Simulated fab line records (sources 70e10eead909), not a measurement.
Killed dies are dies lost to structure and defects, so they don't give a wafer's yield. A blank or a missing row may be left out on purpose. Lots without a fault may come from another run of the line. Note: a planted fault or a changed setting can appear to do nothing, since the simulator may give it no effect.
Chamber matching :: flow nand_harc :: NHARC_A_STAIRCASE_DEP_301 on pecvd-02: 3 sister chambers
The step deposits SiON, target thk 30 nm. 6 wafers are shown with their chamber, then 12 later ones without.

## EACH WAFER AND ITS CHAMBER
wafer: L082.4
chamber: 0
heater_power_w (W): 713

wafer: L088.3
chamber: 0
heater_power_w (W): 671

wafer: L088.4
chamber: 1
heater_power_w (W): 771

wafer: L087.2
chamber: 2
heater_power_w (W): 681

wafer: L087.3
chamber: 1
heater_power_w (W): 834

wafer: L087.4
chamber: 2
heater_power_w (W): 708

## WAFERS WITHOUT THEIR CHAMBER
wafer: L089.2
heater_power_w (W): 624

wafer: L089.4
heater_power_w (W): 644

wafer: L089.6
heater_power_w (W): 611

wafer: L090.1
heater_power_w (W): 729

wafer: L090.2
heater_power_w (W): 860

wafer: L090.4
heater_power_w (W): 721

wafer: L096.1
heater_power_w (W): 673

wafer: L096.5
heater_power_w (W): 700

wafer: L096.6
heater_power_w (W): 737

wafer: L097.2
heater_power_w (W): 592

wafer: L097.4
heater_power_w (W): 754

wafer: L097.5
heater_power_w (W): 613

## WHICH CHAMBER EACH ONE RAN IN
wafer: L089.2
from the rows above: can't be placed: 0 or 2
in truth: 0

wafer: L089.4
from the rows above: can't be placed: 0 or 2
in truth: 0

wafer: L089.6
from the rows above: can't be placed: 0 or 2
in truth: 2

wafer: L090.1
from the rows above: can't be placed: 2 or 0 or 1
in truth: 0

wafer: L090.2
from the rows above: 1
in truth: 1

wafer: L090.4
from the rows above: can't be placed: 2 or 0 or 1
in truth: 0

wafer: L096.1
from the rows above: can't be placed: 0 or 2
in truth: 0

wafer: L096.5
from the rows above: can't be placed: 2 or 0
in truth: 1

wafer: L096.6
from the rows above: can't be placed: 2 or 0 or 1
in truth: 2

wafer: L097.2
from the rows above: can't be placed: 0 or 2
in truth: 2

wafer: L097.4
from the rows above: can't be placed: 1 or 2 or 0
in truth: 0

wafer: L097.5
from the rows above: can't be placed: 0 or 2
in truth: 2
Placed correctly: 1 of 12. Cannot be placed on the basis of these rows: 11; the candidates contain the true chamber in 10. Wrongly placed: 0.
How it was worked out, from the rows above alone: a wafer's distance from a chamber is the root of the sum, over the readings, of the square of ((its reading less the chamber's mean) divided by the reading's scatter). The wafer belongs to the nearest chamber; if the next one is less than 2 further off, it can't be placed. The mean given for a chamber averages the wafers shown for that chamber. The scatter: the root of (the sum of the squares of (reading less its chamber's mean) over the shown wafers, divided by (wafers less chambers)).
